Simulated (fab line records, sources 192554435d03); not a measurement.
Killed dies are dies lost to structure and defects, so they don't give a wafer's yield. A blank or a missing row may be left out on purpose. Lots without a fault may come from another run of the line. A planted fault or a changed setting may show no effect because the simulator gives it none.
fab line records | flow n5_finfet
record lots=7 wafers=21
route steps=1938 shown BEOL_M15@1779 MIM_BOT@1833 MIM_TOP@1838 PASSIVATION@1901
start_h: hours from the record's first day to the start of the lot's first wafer shown | wait_h: hours since the lot's step before | " the same as in the row above | L1.1+2: a row that stands for several wafers | - no value, or no start given | * or withheld: withheld | < > ~ a bound
route shown NAME@n: a module of which the file shows steps, and the number in the route of the first | usual: mean/standard deviation of fault-free wafers | same: alike in all rows | chamber/n: place in a boat | sites: the reading at each site | _std_site: their standard deviation | _edge_site: outer sites' mean less inner sites' | radius_mm: how far each site lies from the wafer's centre | mask NAME#n: copy n | behind: the tool/chamber that last shaped the wafer | hold: why the lot was held/for how many hours/how that ended | device: the transistor (n, p or np) that didn't switch | end of line: the same wafers' tests at the end of the route | a step without rows: its recipe alone | killed: dies lost to structure and defects at the first sort, not the wafer's yield | map: a wafer's dies, x killed, . not, _ none there
set.NAME: the setting as run; set.NAME@STEP: as run at that earlier step | model.NAME: the simulator's own value behind a step, which no gauge read
lots whose settings were changed on purpose; a table a step, a row a wafer
## steps
# step N5_BEOL_M15_EXPOSE_07
# recipe mask_id=V14 na=0.8 source_shape=annular sigma_inner=0.5 sigma_outer=0.8 polarization=unpolarized attpsm_phase_deg=180 dose_mj=41.25
# columns lot.wafer tool chamber start_h wait_h mask set.dose_mj
L076.1+4+5 krf_scanner-01 0 301.35 - V14#0 41.25
L080.4+5+6 krf_scanner-02 0 320.49 - V14#0 41.25
L079.3+4 krf_scanner-02 0 321.06 - V14#0 38.29
L079.6 " 0 " " V14#0 41.25
L084.1+4+5 krf_scanner-01 0 346.65 - V14#0 41.25
L090.1+2 krf_scanner-01 0 389.01 - V14#0 41.25
L090.4 " 0 " " V14#0 42.79
L095.1+4 krf_scanner-02 0 422.27 - V14#0 43.96
L095.2 " 0 " " V14#0 41.25
L097.1+5 krf_scanner-01 0 445.15 - V14#0 39.71
L097.6 " 0 " " V14#0 41.25
# step N5_BEOL_M15_PEB_08
# recipe peb_temp_c=130 peb_time_s=90
# step N5_BEOL_M15_DEVELOP_09
# recipe develop_time_s=45 rinse_liquid=diw dry=air_spin dev_temp_c=21
# step N5_BEOL_M15_HARDBAKE_14
# recipe temp_c=130 time_s=120
# step N5_BEOL_M15_CD_MEAS_10
# recipe target_cd_nm=360 landing_energy_ev=500 detector=se_inlens polarity=opening
# usual cd_nm=359.8/1.3
# columns lot.wafer tool chamber start_h wait_h set.dose_mj@BEOL_M15_EXPOSE_07 cd_nm
L076.1 cd_sem-03 0 301.52 - 41.25 359.1
L076.4 " 0 " " 41.25 358.9
L076.5 " 0 " " 41.25 358.3
L080.4 cd_sem-01 0 320.65 - 41.25 360.3
L080.5 " 0 " " 41.25 360.5
L080.6 " 0 " " 41.25 361.7
L079.3 cd_sem-03 0 321.22 - 38.29 349.6
L079.4 " 0 " " 38.29 348.4
L079.6 " 0 " " 41.25 360.2
L084.1 cd_sem-01 0 346.83 - 41.25 361.7
L084.4 " 0 " " 41.25 358.8
L084.5 " 0 " " 41.25 359.9
L090.1 cd_sem-03 0 389.18 - 41.25 356.5
L090.2 " 0 " " 41.25 357.5
L090.4 " 0 " " 42.79 364.9
L095.1 cd_sem-02 0 422.44 - 43.96 371.1
L095.2 " 0 " " 41.25 360.7
L095.4 " 0 " " 43.96 370.4
L097.1 cd_sem-01 0 445.33 - 39.71 353.7
L097.5 " 0 " " 39.71 354.2
L097.6 " 0 " " 41.25 359.3
# step N5_BEOL_M15_DESCUM_15
# recipe chemistry=O2 time_s=7.9 source_power_w=50 bias_power_w=20 pressure_mtorr=20 rf_frequency_hz=2.712e+07 temp_c=40 o2_flow_sccm=225
# step N5_BEOL_M15_ETCH_59
# recipe chemistry=N2/H2 target=BARC target_depth_a=890 overetch_a=267 time_s=67.9 ion_energy_ev=200 pressure_mtorr=30 source_w=840 bias_w=150 n2_flow_sccm=200 h2_flow_sccm=200
# columns lot.wafer tool chamber start_h wait_h set.spin_rpm@BEOL_M15_COAT_58 model.etch.depth_nm
L076.1 rie_diel-05 1 301.65 0.0 1649 85.42
L076.4 " 3 " " 1500 89.32
L076.5 " 2 " " 1649 85.69
L080.4 rie_diel-05 1 320.77 0.0 1500 88.76
L080.5 " 0 " " 1500 89.06
L080.6 " 3 " " 1500 88.64
L079.3 rie_diel-02 1 321.34 0.0 1500 88.74
L079.4 " 0 " " 1500 88.88
L079.6 " 3 " " 1500 88.77
L084.1 rie_diel-05 2 346.95 0.0 1500 89.24
L084.4 " 3 " " 1500 89.17
L084.5 " 2 " " 1500 89.18
L090.1 rie_diel-02 2 389.34 0.0 1500 88.9
L090.2 " 0 " " 1500 89.17
L090.4 " 1 " " 1450 90.68
L095.1 rie_diel-02 1 422.57 0.0 1640 85.42
L095.2 " 0 " " 1500 89.22
L095.4 " 2 " " 1640 85.4
L097.1 rie_diel-05 0 445.89 0.0 1500 89.02
L097.5 " 2 " " 1500 88.65
L097.6 " 1 " " 1500 88.73
# step N5_BEOL_M15_VIA_ETCH_16
# recipe chemistry=C4F8/O2/Ar target=SiO2 he_inner_torr=15 he_outer_torr=30 target_depth_a=17922 time_s=withheld ion_energy_ev=800 pressure_mtorr=20 source_w=1905 bias_w=2040 Ar_flow_sccm=400 C4F8_flow_sccm=16 O2_flow_sccm=12 ends=cleared
# step N5_BEOL_M15_STRIP_63
# recipe chemistry=O2 power_w=600 temp_c=60 pressure_mtorr=30 rf_frequency_hz=6e+07 bias_power_w=0 overash_fraction=0.3 o2_flow_sccm=225
# step N5_BEOL_M15_STRIP_65
# recipe chemistry=post_etch_residue_remover time_s=60 temp_c=25 remover_ph=withheld remover_water_wt_pct=withheld remover_fluoride_wt_pct=withheld
# step N5_BEOL_M15_SRD_66
# recipe time_s=30 temp_c=23 rinse_liquid=diw dry=n2_spin spin_rpm=1500 dry_time_s=30
# step N5_BEOL_M15_CD_MEAS_17
# recipe target_cd_nm=360 polarity=opening
# usual cd_nm=361.0/1.6
# columns lot.wafer tool chamber start_h wait_h set.dose_mj@BEOL_M15_EXPOSE_07 cd_nm
L076.1 cd_sem-02 - 302.12 0.0 41.25 360.1
L076.4 " - " " 41.25 359.4
L076.5 " - " " 41.25 360.4
L080.4 cd_sem-01 - 321.24 0.0 41.25 361.3
L080.5 " - " " 41.25 362.9
L080.6 " - " " 41.25 363.3
L079.3 cd_sem-02 - 321.81 0.0 38.29 351.4
L079.4 " - " " 38.29 349.0
L079.6 " - " " 41.25 361.0
L084.1 cd_sem-02 - 347.41 0.0 41.25 363.3
L084.4 " - " " 41.25 360.1
L084.5 " - " " 41.25 361.3
L090.1 cd_sem-01 - 389.80 0.0 41.25 357.4
L090.2 " - " " 41.25 356.8
L090.4 " - " " 42.79 366.2
L095.1 cd_sem-03 - 423.03 0.0 43.96 372.6
L095.2 " - " " 41.25 361.6
L095.4 " - " " 43.96 371.6
L097.1 cd_sem-03 - 446.35 0.0 39.71 355.7
L097.5 " - " " 39.71 356.0
L097.6 " - " " 41.25 360.5
# step N5_MIM_BOT_SPUTTER_00
# recipe material=TiN target_thk_a=350 temp_c=200 power_w=3000 chamber_pressure_pa=0.49996 gas=Ar reactive_partial_pa=0.37997 time_s=89.7
# columns lot.wafer tool chamber start_h wait_h set.time_s model.TiN_of_MIM_BOT_SPUTTER_00.thk_nm
L076.1 pvd_sputter-02 - 310.88 0.0 89.7 35.4
L076.4 " - " " 89.7 35.6
L076.5 " - " " 89.7 35.2
L080.4 pvd_sputter-02 - 326.41 0.0 89.7 35.2
L080.5 " - " " 89.7 35.4
L080.6 " - " " 89.7 35
L079.3 pvd_sputter-02 - 329.35 0.0 89.7 35.8
L079.4 " - " " 97.77 38.8
L079.6 " - " " 97.77 38.6
L084.1 pvd_sputter-03 - 356.69 0.0 89.7 35
L084.4 " - " " 89.7 34.6
L084.5 " - " " 85.62 33.2
L090.1 pvd_sputter-03 - 396.80 0.0 89.7 35.4
L090.2 " - " " 89.7 35.2
L090.4 " - " " 89.7 35
L095.1 pvd_sputter-03 - 429.85 0.0 82.78 31.8
L095.2 " - " " 82.78 31.6
L095.4 " - " " 89.7 34.4
L097.1 pvd_sputter-03 - 454.68 0.0 94.45 37
L097.5+6 " - " " 94.45 37.2
# step N5_MIM_TOP_SPUTTER_03
# recipe material=TiN target_thk_a=350 temp_c=200 power_w=3000 chamber_pressure_pa=0.49996 gas=Ar reactive_partial_pa=0.37997 time_s=89.7
# columns lot.wafer tool chamber start_h wait_h set.time_s model.TiN_of_MIM_TOP_SPUTTER_03.thk_nm
L076.1 pvd_sputter-03 - 311.60 0.0 89.7 34.8
L076.4 " - " " 89.7 34.6
L076.5 " - " " 89.7 35
L080.4+5 pvd_sputter-02 - 328.21 0.0 89.7 34.6
L080.6 " - " " 89.7 35.2
L079.3 pvd_sputter-01 - 331.67 0.0 76.6 30
L079.4 " - " " 89.7 35.2
L079.6 " - " " 89.7 34.8
L084.1 pvd_sputter-01 - 357.29 0.0 82.58 32.6
L084.4 " - " " 89.7 35.2
L084.5 " - " " 89.7 35.4
L090.1 pvd_sputter-02 - 400.13 0.0 97.64 37.8
L090.2 " - " " 89.7 35
L090.4 " - " " 97.64 38.2
L095.1 pvd_sputter-01 - 430.89 0.0 89.7 34.4
L095.2 " - " " 100 38.8
L095.4 " - " " 100 38.6
L097.1 pvd_sputter-02 - 455.78 0.0 102.1 39.8
L097.5 " - " " 102.1 39.6
L097.6 " - " " 89.7 34.6
# step N5_PASSIVATION_EXPOSE_27
# recipe mask_id=PAD na=0.55 source_shape=conventional sigma_outer=0.8 polarization=unpolarized defocus_nm=0 dose_mj=32.3
# columns lot.wafer tool chamber start_h wait_h mask set.dose_mj
L076.1+4 krf_scanner-01 0 318.95 - PAD#0 32.3
L076.5 " 0 " " PAD#0 33.06
L080.4+5+6 krf_scanner-01 0 333.59 - PAD#0 32.3
L079.3+4 krf_scanner-01 0 337.63 - PAD#0 33.63
L079.6 " 0 " " PAD#0 32.3
L084.1+4+5 krf_scanner-02 0 362.35 - PAD#0 32.3
L090.1 krf_scanner-01 0 404.77 - PAD#0 30.89
L090.2+4 " 0 " " PAD#0 32.3
L095.1+2+4 krf_scanner-02 0 437.31 - PAD#0 32.3
L097.1 krf_scanner-02 0 463.21 - PAD#0 30.14
L097.5+6 " 0 " " PAD#0 32.3
# step N5_PASSIVATION_PEB_28
# recipe peb_temp_c=withheld peb_time_s=*
# columns lot.wafer tool chamber start_h wait_h set.peb_time_s
L076.1+4+5 litho_track-01 0 319.01 0.1 *
L080.4+5+6 litho_track-01 0 333.63 0.0 *
L079.3+6 litho_track-04 0 337.67 0.0 *
L079.4 " 0 " " *
L084.1+4+5 litho_track-04 0 362.41 0.1 *
L090.1+4 litho_track-02 0 404.82 0.1 *
L090.2 " 0 " " *
L095.1 litho_track-02 0 437.37 0.1 *
L095.2+4 " 0 " " *
L097.1 litho_track-02 0 463.27 0.1 *
L097.5+6 " 0 " " *
# step N5_PASSIVATION_DEVELOP_29
# recipe develop_time_s=60 rinse_liquid=diw dry=air_spin dev_temp_c=21
# step N5_PASSIVATION_HARDBAKE_31
# recipe temp_c=130 time_s=120
# step N5_PASSIVATION_CD_MEAS_30
# recipe target_cd_nm=4000 landing_energy_ev=500 detector=se_inlens polarity=opening
# usual cd_nm=4000.0/1.6
# columns lot.wafer tool chamber start_h wait_h set.dose_mj@PASSIVATION_EXPOSE_27 set.peb_time_s@PASSIVATION_PEB_28 cd_nm
L076.1 cd_sem-01 0 319.13 - 32.3 * 3999.8
L076.4 " 0 " " 32.3 * 4000.4
L076.5 " 0 " " 33.06 * 4002.9
L080.4 cd_sem-02 0 333.76 - 32.3 * 3999.9
L080.5 " 0 " " 32.3 * 3999.8
L080.6 " 0 " " 32.3 * 3999.8
L079.3 cd_sem-01 0 337.79 - 33.63 * 4007.9
L079.4 " 0 " " 33.63 * 4013.6
L079.6 " 0 " " 32.3 * 4002.2
L084.1 cd_sem-03 0 362.53 - 32.3 * 4001.5
L084.4 " 0 " " 32.3 * 4000.3
L084.5 " 0 " " 32.3 * 4002.7
L090.1 cd_sem-01 0 404.94 - 30.89 * 3984.4
L090.2 " 0 " " 32.3 * 3999.0
L090.4 " 0 " " 32.3 * 3993.8
L095.1 cd_sem-03 0 437.49 - 32.3 * 3993.5
L095.2 " 0 " " 32.3 * 3997.2
L095.4 " 0 " " 32.3 * 3998.7
L097.1 cd_sem-02 0 463.39 - 30.14 * 3990.8
L097.5 " 0 " " 32.3 * 3999.4
L097.6 " 0 " " 32.3 * 3998.8
## key
split step=N5_BEOL_M15_EXPOSE_07 setting=dose_mj stated=41.25 by=wafer
response step=N5_BEOL_M15_CD_MEAS_10 reading=cd_nm change=+1.6 per=1% r=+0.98
response step=N5_BEOL_M15_CD_MEAS_17 reading=cd_nm change=+1.61 per=1% r=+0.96
split step=N5_MIM_BOT_SPUTTER_00 setting=time_s stated=89.7 by=wafer
response step=N5_MIM_BOT_SPUTTER_00 reading=model.TiN_of_MIM_BOT_SPUTTER_00.thk_nm change=+0.336 per=1% r=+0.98
split step=N5_MIM_TOP_SPUTTER_03 setting=time_s stated=89.7 by=wafer
response step=N5_MIM_TOP_SPUTTER_03 reading=model.TiN_of_MIM_TOP_SPUTTER_03.thk_nm change=+0.356 per=1% r=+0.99
split step=N5_PASSIVATION_EXPOSE_27 setting=dose_mj stated=32.3 by=wafer
response step=N5_PASSIVATION_CD_MEAS_30 reading=cd_nm slope=+1.94 per=1% together_with=peb_time_s@PASSIVATION_PEB_28 explained=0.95
split step=N5_PASSIVATION_PEB_28 setting=peb_time_s stated=* by=wafer
response step=N5_PASSIVATION_CD_MEAS_30 reading=cd_nm slope=+0.273 per=1% together_with=dose_mj@PASSIVATION_EXPOSE_27 explained=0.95
split outside_this_file step=N5_BEOL_M15_COAT_58 setting=spin_rpm
# split outside_this_file: this setting was split too, and the file shows its column; the key of that split is in another file
